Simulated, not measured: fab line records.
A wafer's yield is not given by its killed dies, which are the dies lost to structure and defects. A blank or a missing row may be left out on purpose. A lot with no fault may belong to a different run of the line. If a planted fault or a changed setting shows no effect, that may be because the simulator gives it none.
fab line records	flow n5-finfet	part 1 of 2: steps 1 to 4 of 6
record: lots: 24	wafers: 72	last-day: 17
route steps=1938 shown BEOL_M2@909 BEOL_M3@950
lots that met no fault: from a run of the same line without faults
start-h: start of the lot's first displayed wafer, in hours after the record's first day	wait-h: hours since the lot's step before	" identical to the entry in the row above	L1.1+2: a single row standing in for several wafers	- value missing, or start not given	* or withheld: withheld	< > ~ a bound
route shown NAME@n: names a module that has steps shown in the file, with the first one's number in the route	usual: the fault-free wafers' mean and standard deviation	same: alike in all rows	chamber/n: place in a boat	sites: each site's reading	_std_site: standard deviation across them	_edge_site: mean of outer sites minus mean of inner sites	radius-mm: for every site, how far away it sits from the centre of the wafer	mask NAME#n: copy n	behind: the last tool/chamber to shape the wafer	hold: why the lot went on hold/how many hours it stayed there/how the hold came to an end	device: the n, p or np transistor that did not switch	end of line: the same wafers' tests at the end of the route	step lacking rows: just its recipe	killed: dies lost to structure and defects at the first sort, not the wafer's yield	map: shows each die of a wafer: x if killed, . if not, _ if none is there
set.NAME: setting as actually run; set.NAME@STEP: the setting as run at that earlier step	model.NAME: the simulator's own value behind a step, which no gauge read
a sample of lots followed through the steps of the route, with each step as a table and each wafer as a row
services: from which hour (start-h, from the record's first day; less than 0 if before it) a tool's chamber was out of use, for how many hours, and why
== steps ==
step: N5_BEOL_M2_ANNEAL_82
recipe: temp-c: 400	time-s: 240	ambient: vacuum
usual: heater-power-w: 850/86
same: time-s: 240
lot.wafer	tool	chamber	start-h	wait-h	heater-power-w
L074.2	pvd-sputter-03	-	139.77	0.0	903
L074.5	"	-	"	"	873
L074.6	"	-	"	"	768
L075.3	pvd-sputter-03	-	149.46	0.0	950
L075.4	"	-	"	"	776
L075.5	"	-	"	"	736
L077.1	pvd-sputter-02	-	149.71	0.0	914
L077.3	"	-	"	"	805
L077.5	"	-	"	"	761
L076.2	pvd-sputter-02	-	152.85	0.0	907
L076.4	"	-	"	"	976
L076.6	"	-	"	"	800
L079.1	pvd-sputter-03	-	168.12	0.0	959
L079.4	"	-	"	"	981
L079.6	"	-	"	"	869
L080.1	pvd-sputter-03	-	173.05	0.0	774
L080.3	"	-	"	"	941
L080.6	"	-	"	"	893
L078.1	pvd-sputter-03	-	176.02	0.0	942
L078.3	"	-	"	"	766
L078.6	"	-	"	"	897
L081.1	pvd-sputter-03	-	177.86	0.0	775
L081.4	"	-	"	"	965
L081.6	"	-	"	"	734
L082.1	pvd-sputter-02	-	180.87	0.0	805
L082.4	"	-	"	"	725
L082.6	"	-	"	"	751
L083.1	pvd-sputter-02	-	194.17	0.0	924
L083.2	"	-	"	"	899
L083.4	"	-	"	"	796
L084.3	pvd-sputter-01	-	194.45	0.0	937
L084.5	"	-	"	"	939
L084.6	"	-	"	"	717
L085.2	pvd-sputter-01	-	204.98	0.0	717
L085.4	"	-	"	"	834
L085.6	"	-	"	"	943
L086.1	pvd-sputter-01	-	207.06	0.0	936
L086.2	"	-	"	"	754
L086.4	"	-	"	"	944
L087.2	pvd-sputter-02	-	227.97	0.0	980
L087.5	"	-	"	"	919
L087.6	"	-	"	"	987
L088.2	pvd-sputter-01	-	232.24	0.0	936
L088.3	"	-	"	"	719
L088.5	"	-	"	"	812
L090.1	pvd-sputter-03	-	235.28	0.0	977
L090.3	"	-	"	"	871
L090.6	"	-	"	"	881
L089.2	pvd-sputter-01	-	238.35	0.0	933
L089.3	"	-	"	"	937
L089.6	"	-	"	"	802
L091.4	pvd-sputter-01	-	240.97	0.0	947
L091.5	"	-	"	"	719
L091.6	"	-	"	"	932
L092.1	pvd-sputter-01	-	249.21	0.0	810
L092.4	"	-	"	"	914
L092.6	"	-	"	"	739
L093.1	pvd-sputter-01	-	257.63	0.0	731
L093.4	"	-	"	"	833
L093.5	"	-	"	"	824
L094.2	pvd-sputter-02	-	260.20	0.0	920
L094.3	"	-	"	"	795
L094.4	"	-	"	"	970
L095.1	pvd-sputter-01	-	270.40	0.0	912
L095.3	"	-	"	"	808
L095.4	"	-	"	"	909
L096.2	pvd-sputter-03	-	276.01	0.0	967
L096.3	"	-	"	"	753
L096.6	"	-	"	"	744
L097.1	pvd-sputter-03	-	280.91	0.0	858
L097.4	"	-	"	"	760
L097.5	"	-	"	"	950
step: N5_BEOL_M2_SPUTTER_88
recipe: material: Cu	target-thk-a: 45	temp-c: -20	chamber-pressure-pa: 0.07	power-w: withheld	time-s: 8.29
usual: chuck-sensor-temp-C: -15.8/0.41	throttle-valve-pct: 29.8/1.3
same: time-s: 8.29
lot.wafer	tool	chamber	start-h	wait-h	chuck-sensor-temp-C	throttle-valve-pct
L074.2	pvd-sputter-03	-	140.13	0.1	-16.2	31.6
L074.5	"	-	"	"	-16.2	31.4
L074.6	"	-	"	"	-16.2	27.7
L075.3	pvd-sputter-03	-	149.82	0.1	-14.8	29.9
L075.4	"	-	"	"	-16.1	27.9
L075.5	"	-	"	"	-15.5	32.0
L077.1	pvd-sputter-02	-	150.07	0.1	-15.6	29.3
L077.3	"	-	"	"	-15.8	27.9
L077.5	"	-	"	"	-16.1	29.8
L076.2	pvd-sputter-02	-	153.21	0.1	-15.8	29.3
L076.4	"	-	"	"	-16.1	29.9
L076.6	"	-	"	"	-15.8	27.8
L079.1	pvd-sputter-03	-	168.48	0.1	-14.9	30.2
L079.4	"	-	"	"	-15.0	29.4
L079.6	"	-	"	"	-16.0	31.4
L080.1	pvd-sputter-03	-	173.41	0.1	-16.2	28.0
L080.3	"	-	"	"	-14.9	29.7
L080.6	"	-	"	"	-16.2	31.4
L078.1	pvd-sputter-03	-	176.38	0.1	-14.8	30.0
L078.3	"	-	"	"	-16.4	28.0
L078.6	"	-	"	"	-15.9	31.5
L081.1	pvd-sputter-03	-	178.22	0.1	-16.4	28.1
L081.4	"	-	"	"	-14.9	29.7
L081.6	"	-	"	"	-15.7	31.9
L082.1	pvd-sputter-02	-	181.23	0.1	-15.6	27.9
L082.4	"	-	"	"	-16.1	29.8
L082.6	"	-	"	"	-16.4	29.5
L083.1	pvd-sputter-02	-	194.53	0.1	-15.8	29.7
L083.2	"	-	"	"	-15.7	29.4
L083.4	"	-	"	"	-15.8	28.0
L084.3	pvd-sputter-01	-	194.81	0.1	-15.3	31.3
L084.5	"	-	"	"	-15.6	31.0
L084.6	"	-	"	"	-16.3	28.4
L085.2	pvd-sputter-01	-	205.34	0.1	-16.2	28.3
L085.4	"	-	"	"	-15.7	29.1
L085.6	"	-	"	"	-15.5	31.3
L086.1	pvd-sputter-01	-	207.42	0.1	-15.8	30.4
L086.2	"	-	"	"	-16.2	28.4
L086.4	"	-	"	"	-15.5	31.3
L087.2	pvd-sputter-02	-	228.33	0.1	-16.3	29.7
L087.5	"	-	"	"	-15.8	29.5
L087.6	"	-	"	"	-15.9	29.8
L088.2	pvd-sputter-01	-	232.60	0.1	-15.3	31.5
L088.3	"	-	"	"	-16.3	28.2
L088.5	"	-	"	"	-15.9	29.2
L090.1	pvd-sputter-03	-	235.64	0.1	-14.9	29.7
L090.3	"	-	"	"	-15.9	31.5
L090.6	"	-	"	"	-16.1	31.4
L089.2	pvd-sputter-01	-	238.71	0.1	-15.8	30.4
L089.3	"	-	"	"	-15.5	31.3
L089.6	"	-	"	"	-15.8	29.2
L091.4	pvd-sputter-01	-	241.33	0.1	-15.4	31.0
L091.5	"	-	"	"	-16.0	28.5
L091.6	"	-	"	"	-15.5	31.2
L092.1	pvd-sputter-01	-	249.57	0.1	-15.7	29.2
L092.4	"	-	"	"	-15.9	30.2
L092.6	"	-	"	"	-16.2	28.2
L093.1	pvd-sputter-01	-	257.99	0.1	-16.1	28.6
L093.4	"	-	"	"	-15.6	29.4
L093.5	"	-	"	"	-15.8	29.1
L094.2	pvd-sputter-02	-	260.61	0.1	-15.7	29.5
L094.3	"	-	"	"	-15.7	27.6
L094.4	"	-	"	"	-16.1	29.8
L095.1	pvd-sputter-01	-	270.76	0.1	-15.4	31.0
L095.3	"	-	"	"	-15.6	29.4
L095.4	"	-	"	"	-16.0	30.3
L096.2	pvd-sputter-03	-	276.37	0.1	-14.9	29.8
L096.3	"	-	"	"	-15.8	32.2
L096.6	"	-	"	"	-15.4	32.0
L097.1	pvd-sputter-03	-	281.27	0.1	-16.1	31.3
L097.4	"	-	"	"	-16.3	28.1
L097.5	"	-	"	"	-14.9	29.8
step: N5_BEOL_M3_ETCH_64
recipe: chemistry: N2/H2	target: SOC	target-depth-a: 750	overetch-a: 150	mask-material: SiARC	temp-c: 40	time-s: 112.5	ion-energy-ev: 200	pressure-mtorr: 30	source-w: 840	bias-w: 150	n2-flow-sccm: 200	h2-flow-sccm: 200
usual: drypump-motor-current-A: 5.6/0.57	oes-product-au: 0.62/0.066	rf-vpp-V: 524/3.2	showerhead-plenum-p-Torr: 2.56/0.11	throttle-valve-pct: 17.76/0.21
same: time-s: 112.5
lot.wafer	tool	chamber	start-h	wait-h	drypump-motor-current-A	oes-product-au	rf-hours-counter-h	rf-vpp-V	showerhead-plenum-p-Torr	throttle-valve-pct
L074.2	rie-diel-01	2	144.18	0.0	6.4	0.60	171	527	2.65	18.25
L074.5	"	0	"	"	6.0	0.55	-	525	2.62	18.01
L074.6	"	3	"	"	4.9	0.54	-	526	2.62	17.82
L075.3	rie-diel-01	3	154.35	0.0	4.9	0.54	243	526	2.61	17.81
L075.4	"	1	"	"	5.8	0.74	22	528	2.71	17.50
L075.5	"	1	"	"	5.8	0.73	-	528	2.71	17.49
L077.1	rie-diel-03	1	154.46	0.0	5.4	0.59	167	528	2.64	17.68
L077.3	"	3	"	"	5.3	0.61	116	518	2.36	17.63
L077.5	"	1	"	"	5.4	0.59	-	526	2.64	17.67
L076.2	rie-diel-03	1	158.28	0.0	5.5	0.59	168	526	2.64	17.66
L076.4	"	2	"	"	5.2	0.60	145	528	2.65	17.66
L076.6	"	3	"	"	5.2	0.62	-	518	2.36	17.64
L079.1	rie-diel-01	2	174.76	0.0	6.4	0.59	181	526	2.64	18.26
L079.4	"	1	"	"	5.8	0.72	-	528	2.70	17.49
L079.6	"	2	"	"	6.4	0.59	-	526	2.64	18.25
L080.1	rie-diel-03	2	178.22	0.0	5.2	0.60	150	525	2.65	17.67
L080.3	"	3	"	"	5.2	0.61	123	518	2.35	17.63
L080.6	"	3	"	"	5.2	0.61	-	518	2.35	17.64
L078.1	rie-diel-05	1	180.02	0.0	6.0	0.54	250	524	2.51	18.33
L078.3	"	2	"	"	6.2	0.57	173	521	2.43	17.87
L078.6	"	3	"	"	6.8	0.61	-	522	2.45	17.83
L081.1	rie-diel-03	1	185.09	0.0	5.4	0.58	175	526	2.64	17.69
L081.4	"	2	"	"	5.2	0.60	152	527	2.65	17.67
L081.6	"	0	"	"	5.4	0.56	-	527	2.61	17.85
L082.1	rie-diel-03	3	185.53	0.0	5.2	0.61	125	518	2.35	17.63
L082.4	"	0	"	"	5.4	0.56	229	524	2.61	17.86
L082.6	"	2	"	"	5.2	0.59	-	528	2.65	17.65
L083.1	rie-diel-01	2	197.39	0.0	6.4	0.59	190	526	2.64	18.28
L083.2	"	0	"	"	6.0	0.54	255	525	2.61	18.04
L083.4	"	0	"	"	6.0	0.54	-	525	2.61	18.06
L084.3	rie-diel-03	0	198.14	0.0	5.4	0.55	232	526	2.61	17.85
L084.5	"	0	"	"	5.4	0.55	-	527	2.61	17.85
L084.6	"	3	"	"	5.3	0.61	-	517	2.35	17.64
L085.2	rie-diel-03	3	211.98	0.0	5.2	0.60	133	517	2.35	17.65
L085.4	"	1	"	"	5.5	0.58	183	524	2.63	17.70
L085.6	"	2	"	"	5.2	0.59	-	527	2.64	17.67
L086.1	rie-diel-03	3	212.25	0.0	5.2	0.60	133	519	2.35	17.66
L086.2	"	2	"	"	5.2	0.59	160	525	2.64	17.66
L086.4	"	1	"	"	5.4	0.58	183	526	2.63	17.72
L087.2	rie-diel-05	0	231.85	0.0	4.7	0.66	55	523	2.47	17.56
L087.5	"	1	"	"	6.0	0.74	-	524	2.51	17.92
L087.6	"	0	"	"	4.7	0.67	-	522	2.47	17.56
L088.2	rie-diel-01	3	237.20	0.0	4.9	0.73	13	526	2.61	17.42
L088.3	"	0	"	"	6.0	0.78	4	526	2.61	17.63
L088.5	"	0	"	"	6.0	0.78	-	525	2.61	17.66
L090.1	rie-diel-05	3	239.13	0.0	6.8	0.60	165	521	2.44	17.86
L090.3	"	1	"	"	6.0	0.74	11	522	2.51	17.93
L090.6	"	2	"	"	6.2	0.56	-	521	2.42	17.91
L089.2	rie-diel-03	0	243.18	0.0	5.3	0.55	246	525	2.60	17.87
L089.3	"	1	"	"	5.4	0.58	193	527	2.63	17.71
L089.6	"	2	"	"	5.2	0.58	-	526	2.64	17.71
L091.4	rie-diel-05	2	247.21	0.0	6.2	0.56	196	519	2.42	17.92
L091.5	"	2	"	"	6.2	0.55	-	521	2.42	17.91
L091.6	"	3	"	"	6.8	0.59	-	522	2.44	17.86
L092.1	rie-diel-01	3	252.68	0.0	4.9	0.72	19	524	2.60	17.43
L092.4	"	0	"	"	6.0	0.76	-	526	2.61	17.66
L092.6	"	1	"	"	5.8	0.68	-	528	2.69	17.55
L093.1	rie-diel-05	0	263.00	0.0	4.7	0.66	65	522	2.47	17.58
L093.4	"	1	"	"	6.0	0.72	18	522	2.50	17.93
L093.5	"	0	"	"	4.7	0.66	-	522	2.47	17.57
L094.2	rie-diel-03	3	264.36	0.0	5.2	0.59	150	518	2.34	17.67
L094.3	"	1	"	"	5.4	0.56	201	526	2.62	17.74
L094.4	"	2	"	"	5.2	0.58	-	526	2.64	17.70
L095.1	rie-diel-01	0	274.81	0.0	6.0	0.75	17	526	2.61	17.67
L095.3	"	3	"	"	4.9	0.71	26	525	2.60	17.44
L095.4	"	2	"	"	6.3	0.57	210	527	2.63	18.31
L096.2	rie-diel-05	0	281.67	0.0	4.7	0.65	70	522	2.47	17.59
L096.3	"	2	"	"	6.2	0.55	206	521	2.41	17.93
L096.6	"	3	"	"	6.8	0.58	-	520	2.43	17.89
L097.1	rie-diel-01	3	285.45	0.0	4.9	0.69	30	526	2.60	17.44
L097.4	"	3	"	"	4.9	0.69	-	525	2.60	17.46
L097.5	"	0	"	"	6.0	0.74	-	526	2.60	17.67
step: N5_BEOL_M3_STRIP_19
recipe: chemistry: O2	power-w: 400	temp-c: 40	pressure-mtorr: 30	rf-frequency-hz: 6e+07	bias-power-w: 0	overash-fraction: 0.2	o2-flow-sccm: 225
usual: drypump-motor-current-A: 5.7/0.62	o2-flow-sccm: 225.0/0.75	oes-product-au: 0.80/0.095	rf-vpp-V: 3.7/0.46	showerhead-plenum-p-Torr: 2.10/0.087	throttle-valve-pct: 16.61/0.21
lot.wafer	tool	chamber	start-h	wait-h	drypump-motor-current-A	o2-flow-sccm	oes-product-au	rf-hours-counter-h	rf-vpp-V	showerhead-plenum-p-Torr	throttle-valve-pct
L074.2	rie-diel-03	0	144.46	0.1	5.3	225.5	0.71	218	3.4	2.17	16.67
L074.5	"	0	"	"	5.4	226.3	0.71	-	3.4	2.17	16.66
L074.6	"	1	"	"	5.5	224.9	0.76	-	3.2	2.18	16.55
L075.3	rie-diel-05	1	154.63	0.1	6.0	225.9	0.68	243	3.8	2.07	16.97
L075.4	"	0	"	"	4.7	226.2	0.90	30	4.2	2.04	16.39
L075.5	"	1	"	"	6.0	226.0	0.68	-	3.2	2.07	16.96
L077.1	rie-diel-05	2	154.90	0.2	6.2	225.4	0.73	166	3.1	2.02	16.85
L077.3	"	1	"	"	6.0	226.5	0.69	243	3.1	2.07	16.97
L077.5	"	3	"	"	6.8	226.8	0.78	-	4.2	2.01	16.65
L076.2	rie-diel-05	2	158.61	0.1	6.2	224.0	0.72	167	4.1	2.02	16.85
L076.4	"	1	"	"	6.0	224.9	0.68	244	4.2	2.07	16.96
L076.6	"	2	"	"	6.2	224.7	0.72	-	4.2	2.02	16.86
L079.1	rie-diel-05	2	175.12	0.2	6.2	224.4	0.72	171	4.1	2.01	16.86
L079.4	"	3	"	"	6.8	225.3	0.78	143	3.4	2.01	16.64
L079.6	"	2	"	"	6.2	224.1	0.72	-	4.1	2.01	16.87
L080.1	rie-diel-03	3	178.50	0.1	5.2	224.9	0.77	123	3.4	1.93	16.48
L080.3	"	1	"	"	5.4	224.5	0.74	174	3.8	2.18	16.58
L080.6	"	3	"	"	5.2	224.2	0.76	-	3.8	1.93	16.47
L078.1	rie-diel-03	3	180.41	0.2	5.2	223.9	0.77	124	3.8	1.93	16.48
L078.3	"	1	"	"	5.4	224.3	0.74	175	2.8	2.18	16.56
L078.6	"	3	"	"	5.2	224.3	0.77	-	4.1	1.93	16.47
L081.1	rie-diel-03	2	185.37	0.1	5.1	224.1	0.74	152	3.0	2.19	16.63
L081.4	"	3	"	"	5.2	226.3	0.77	125	3.6	1.93	16.47
L081.6	"	1	"	"	5.4	224.5	0.74	-	4.4	2.18	16.57
L082.1	rie-diel-05	2	185.81	0.1	6.2	224.7	0.72	175	3.9	2.01	16.88
L082.4	"	0	"	"	4.7	224.8	0.87	-	4.0	2.04	16.39
L082.6	"	3	"	"	6.8	225.2	0.77	-	3.9	2.00	16.67
L083.1	rie-diel-01	1	197.67	0.1	5.8	225.8	0.91	37	3.1	2.23	16.46
L083.2	"	3	"	"	4.9	225.0	1.01	0	3.5	2.14	16.23
L083.4	"	3	"	"	4.9	225.9	1.02	-	4.2	2.15	16.21
L084.3	rie-diel-03	1	198.42	0.1	5.4	224.3	0.74	178	4.5	2.18	16.59
L084.5	"	2	"	"	5.2	224.8	0.74	-	3.4	2.19	16.62
L084.6	"	3	"	"	5.2	225.2	0.77	-	3.5	1.93	16.48
L085.2	rie-diel-01	2	212.38	0.2	6.3	225.8	0.73	195	4.3	2.16	16.97
L085.4	"	1	"	"	5.8	225.0	0.90	-	3.5	2.22	16.46
L085.6	"	3	"	"	4.9	227.5	0.97	-	4.0	2.14	16.23
L086.1	rie-diel-03	3	212.76	0.3	5.2	224.5	0.76	134	2.8	1.93	16.48
L086.2	"	0	"	"	5.4	224.0	0.70	237	3.3	2.16	16.72
L086.4	"	1	"	"	5.4	224.7	0.73	183	3.1	2.17	16.58
L087.2	rie-diel-05	0	232.13	0.1	4.7	224.6	0.84	55	3.9	2.03	16.44
L087.5	"	3	"	"	6.8	225.1	0.76	-	3.6	2.00	16.68
L087.6	"	2	"	"	6.2	224.6	0.70	-	3.5	2.01	16.90
L088.2	rie-diel-01	3	237.57	0.2	4.9	224.2	0.94	13	3.7	2.14	16.24
L088.3	"	0	"	"	6.0	224.7	1.00	4	4.2	2.15	16.49
L088.5	"	2	"	"	6.3	225.5	0.72	-	3.1	2.16	16.97
L090.1	rie-diel-01	3	239.41	0.1	4.9	226.2	0.93	14	3.5	2.14	16.25
L090.3	"	0	"	"	6.0	225.6	0.98	5	4.0	2.15	16.51
L090.6	"	1	"	"	5.8	223.2	0.87	-	4.2	2.22	16.48
L089.2	rie-diel-05	3	243.46	0.1	6.8	224.2	0.74	166	4.0	2.00	16.68
L089.3	"	1	"	"	6.0	224.9	0.93	13	2.9	2.06	16.57
L089.6	"	1	"	"	6.0	225.0	0.94	-	3.6	2.06	16.57
L091.4	rie-diel-05	0	247.72	0.3	4.7	225.4	0.85	61	3.6	2.03	16.43
L091.5	"	1	"	"	6.0	223.4	0.92	-	3.8	2.06	16.55
L091.6	"	2	"	"	6.2	225.8	0.70	-	3.1	2.01	16.90
L092.1	rie-diel-03	3	253.05	0.2	5.2	224.3	0.74	146	3.5	1.92	16.52
L092.4	"	0	"	"	5.4	225.6	0.69	-	2.5	2.16	16.73
L092.6	"	1	"	"	5.4	224.1	0.73	-	3.6	2.17	16.61
L093.1	rie-diel-05	3	263.28	0.1	6.8	225.0	0.75	172	4.0	2.00	16.72
L093.4	"	0	"	"	4.7	225.2	0.84	65	3.8	2.03	16.46
L093.5	"	2	"	"	6.2	225.1	0.69	-	4.0	2.00	16.92
L094.2	rie-diel-01	2	264.74	0.2	6.4	225.0	0.72	208	3.8	2.15	17.00
L094.3	"	1	"	"	5.8	226.3	0.87	61	3.8	2.22	16.50
L094.4	"	3	"	"	4.9	224.3	0.91	23	3.7	2.14	16.27
L095.1	rie-diel-01	2	275.09	0.1	6.3	225.8	0.71	210	3.5	2.15	17.01
L095.3	"	1	"	"	5.8	224.4	0.87	64	3.5	2.22	16.51
L095.4	"	3	"	"	4.9	224.6	0.91	26	4.5	2.14	16.27
L096.2	rie-diel-01	3	281.97	0.1	4.9	224.2	0.89	29	2.7	2.13	16.27
L096.3	"	0	"	"	6.0	225.1	0.94	20	2.9	2.15	16.53
L096.6	"	1	"	"	5.8	225.3	0.86	-	3.9	2.22	16.49
L097.1	rie-diel-01	3	285.73	0.1	4.9	225.2	0.90	30	3.6	2.13	16.27
L097.4	"	1	"	"	5.8	224.7	0.86	-	3.7	2.22	16.52
L097.5	"	3	"	"	4.9	224.8	0.90	-	3.5	2.13	16.27
